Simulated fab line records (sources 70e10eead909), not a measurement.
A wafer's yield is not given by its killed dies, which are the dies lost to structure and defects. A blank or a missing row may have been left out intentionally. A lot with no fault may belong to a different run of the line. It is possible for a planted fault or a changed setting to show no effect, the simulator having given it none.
The tool behind it: which one? || flow nand_harc || Sampling: 12 lots, 36 wafers, 5 of 1159 route steps

## WHAT THE GAUGES SHOWED, per wafer
NHARC_A_SLIT_INSPECT_11.
{"lot": "L074", "measured": "day 14 03:49", "on": "defect_inspect-01", "raw_defect_count": "27 22 17"}
{"lot": "L079", "measured": "day 14 23:16", "on": "defect_inspect-02", "raw_defect_count": "11 10 13"}
{"lot": "L078", "measured": "day 15 15:43", "on": "defect_inspect-01", "raw_defect_count": "23 32 25"}
{"lot": "L081", "measured": "day 16 02:04", "on": "defect_inspect-02", "raw_defect_count": "26 17 12"}
{"lot": "L083", "measured": "day 16 18:47", "on": "defect_inspect-01", "raw_defect_count": "16 8 12"}
{"lot": "L084", "measured": "day 17 18:19", "on": "defect_inspect-01", "raw_defect_count": "13 19 19"}
{"lot": "L087", "measured": "day 17 17:56", "on": "defect_inspect-01", "raw_defect_count": "26 26 19"}
{"lot": "L089", "measured": "day 18 12:36", "on": "defect_inspect-02", "raw_defect_count": "28 33 33"}
{"lot": "L091", "measured": "day 18 13:32", "on": "defect_inspect-02", "raw_defect_count": "9 10 11"}
{"lot": "L093", "measured": "day 18 19:03", "on": "defect_inspect-02", "raw_defect_count": "42 27 46"}
{"lot": "L094", "measured": "day 19 11:28", "on": "defect_inspect-01", "raw_defect_count": "20 17 17"}
{"lot": "L097", "measured": "day 19 23:05", "on": "defect_inspect-01", "raw_defect_count": "10 15 8"}

## TOOL THAT RAN EACH LOT (tool first, then ch and the chambers of the sampled wafers, then the start)
{"lot": "L074", "NHARC_A_STAIRCASE_ETCH_313": "rie_diel-02 ch 0,2,3, day 11 18:22", "NHARC_A_STAIRCASE_ETCH_315": "rie_diel-02 ch 2,3, day 13 12:26 or earlier", "NHARC_A_STAIRCASE_STRIP_446": "plasma_asher-02 ch 0,1, day 13 12:26", "NHARC_A_STAIRCASE_CMP_152": "cmp-02 ch 2,3, day 13 13:28"}
{"lot": "L079", "NHARC_A_STAIRCASE_ETCH_313": "rie_diel-01 ch 0,3, day 12 15:47", "NHARC_A_STAIRCASE_ETCH_315": "rie_diel-01 ch 1,2,3, day 14 12:11 or earlier", "NHARC_A_STAIRCASE_STRIP_446": "plasma_asher-01 ch 0,1, day 14 12:11", "NHARC_A_STAIRCASE_CMP_152": "cmp-02 ch 1,2,3, day 14 13:05"}
{"lot": "L078", "NHARC_A_STAIRCASE_ETCH_313": "rie_diel-02 ch 0,3, day 12 22:55", "NHARC_A_STAIRCASE_ETCH_315": "rie_diel-02 ch 0,2,3, day 14 21:04 or earlier", "NHARC_A_STAIRCASE_STRIP_446": "plasma_asher-02 ch 1, day 14 21:04", "NHARC_A_STAIRCASE_CMP_152": "cmp-03 ch 1,3, day 14 21:59"}
{"lot": "L081", "NHARC_A_STAIRCASE_ETCH_313": "rie_diel-01 ch 0,1,3, day 13 17:05", "NHARC_A_STAIRCASE_ETCH_315": "rie_diel-01 ch 0,2,3, day 15 12:41 or earlier", "NHARC_A_STAIRCASE_STRIP_446": "plasma_asher-01 ch 0,1, day 15 12:41", "NHARC_A_STAIRCASE_CMP_152": "cmp-02 ch 1,2,3, day 15 13:29"}
{"lot": "L083", "NHARC_A_STAIRCASE_ETCH_313": "rie_diel-08 ch 1,2,3, day 14 04:55", "NHARC_A_STAIRCASE_ETCH_315": "rie_diel-08 ch 1,2, day 16 05:07 or earlier", "NHARC_A_STAIRCASE_STRIP_446": "plasma_asher-01 ch 0,1, day 16 05:07", "NHARC_A_STAIRCASE_CMP_152": "cmp-02 ch 0,1,2, day 16 06:05"}
{"lot": "L084", "NHARC_A_STAIRCASE_ETCH_313": "rie_diel-02 ch 0,3, day 15 01:16", "NHARC_A_STAIRCASE_ETCH_315": "rie_diel-02 ch 0,2,3, day 17 03:16 or earlier", "NHARC_A_STAIRCASE_STRIP_446": "plasma_asher-02 ch 0,1, day 17 03:16", "NHARC_A_STAIRCASE_CMP_152": "cmp-04 ch 1,2, day 17 04:08"}
{"lot": "L087", "NHARC_A_STAIRCASE_ETCH_313": "rie_diel-08 ch 0,1,3, day 15 03:29", "NHARC_A_STAIRCASE_ETCH_315": "rie_diel-08 ch 0,1,3, day 17 03:32 or earlier", "NHARC_A_STAIRCASE_STRIP_446": "plasma_asher-02 ch 0,1, day 17 03:32", "NHARC_A_STAIRCASE_CMP_152": "cmp-02 ch 0,1,3, day 17 04:25"}
{"lot": "L089", "NHARC_A_STAIRCASE_ETCH_313": "rie_diel-01 ch 2,3, day 15 14:03", "NHARC_A_STAIRCASE_ETCH_315": "rie_diel-01 ch 0,1,3, day 17 21:29 or earlier", "NHARC_A_STAIRCASE_STRIP_446": "plasma_asher-02 ch 0,1, day 17 21:29", "NHARC_A_STAIRCASE_CMP_152": "cmp-03 ch 0,1,3, day 17 22:22"}
{"lot": "L091", "NHARC_A_STAIRCASE_ETCH_313": "rie_diel-01 ch 1,3, day 15 23:41", "NHARC_A_STAIRCASE_ETCH_315": "rie_diel-01 ch 0,3, day 17 22:26 or earlier", "NHARC_A_STAIRCASE_STRIP_446": "plasma_asher-01 ch 0,1, day 17 22:26", "NHARC_A_STAIRCASE_CMP_152": "cmp-04 ch 1,3, day 17 23:14"}
{"lot": "L093", "NHARC_A_STAIRCASE_ETCH_313": "rie_diel-08 ch 0,1, day 16 08:28", "NHARC_A_STAIRCASE_ETCH_315": "rie_diel-08 ch 0,1,2, day 18 01:14 or earlier", "NHARC_A_STAIRCASE_STRIP_446": "plasma_asher-02 ch 0, day 18 01:14", "NHARC_A_STAIRCASE_CMP_152": "cmp-03 ch 0,1,3, day 18 02:07"}
{"lot": "L094", "NHARC_A_STAIRCASE_ETCH_313": "rie_diel-08 ch 1,3, day 16 22:52", "NHARC_A_STAIRCASE_ETCH_315": "rie_diel-08 ch 2,3, day 18 21:11 or earlier", "NHARC_A_STAIRCASE_STRIP_446": "plasma_asher-01 ch 0,1, day 18 21:11", "NHARC_A_STAIRCASE_CMP_152": "cmp-02 ch 0,2,3, day 18 22:05"}
{"lot": "L097", "NHARC_A_STAIRCASE_ETCH_313": "rie_diel-08 ch 1,3, day 17 15:43", "NHARC_A_STAIRCASE_ETCH_315": "rie_diel-08 ch 2,3, day 19 09:37 or earlier", "NHARC_A_STAIRCASE_STRIP_446": "plasma_asher-02 ch 0,1, day 19 09:37", "NHARC_A_STAIRCASE_CMP_152": "cmp-03 ch 2,3, day 19 10:27"}
- NHARC_A_STAIRCASE_ETCH_313: etches the open film in CF4/CHF3.
- NHARC_A_STAIRCASE_ETCH_315: etches the open film in C4F8/O2/Ar, target depth 2500 nm, time 607.1 s.
- NHARC_A_STAIRCASE_STRIP_446: strips in O2.
- NHARC_A_STAIRCASE_CMP_152: polishes.

## THE ANSWER, worked out from the rows above alone
Rule: the lots themselves supply what counts as usual. The widest of any qualifying gaps counts: lots, ordered by their means at a reading, are off when they make up no more than a third of the lots, leave a main group of 4 or more, and stand apart from it by 3 or more times the standard deviation of that group's means. A main group is skipped when, at the precision printed for the reading in the tables above, its means are all equal. A lot without any number at a reading at which 4 lots or more have one is off too. Where the step has rows for the other lots, those lots are counted as sound.
Across all readings shown, no lot is off: no conclusion can be drawn from this.

## WHAT HAD BEEN PUT IN BY THE SIMULATOR
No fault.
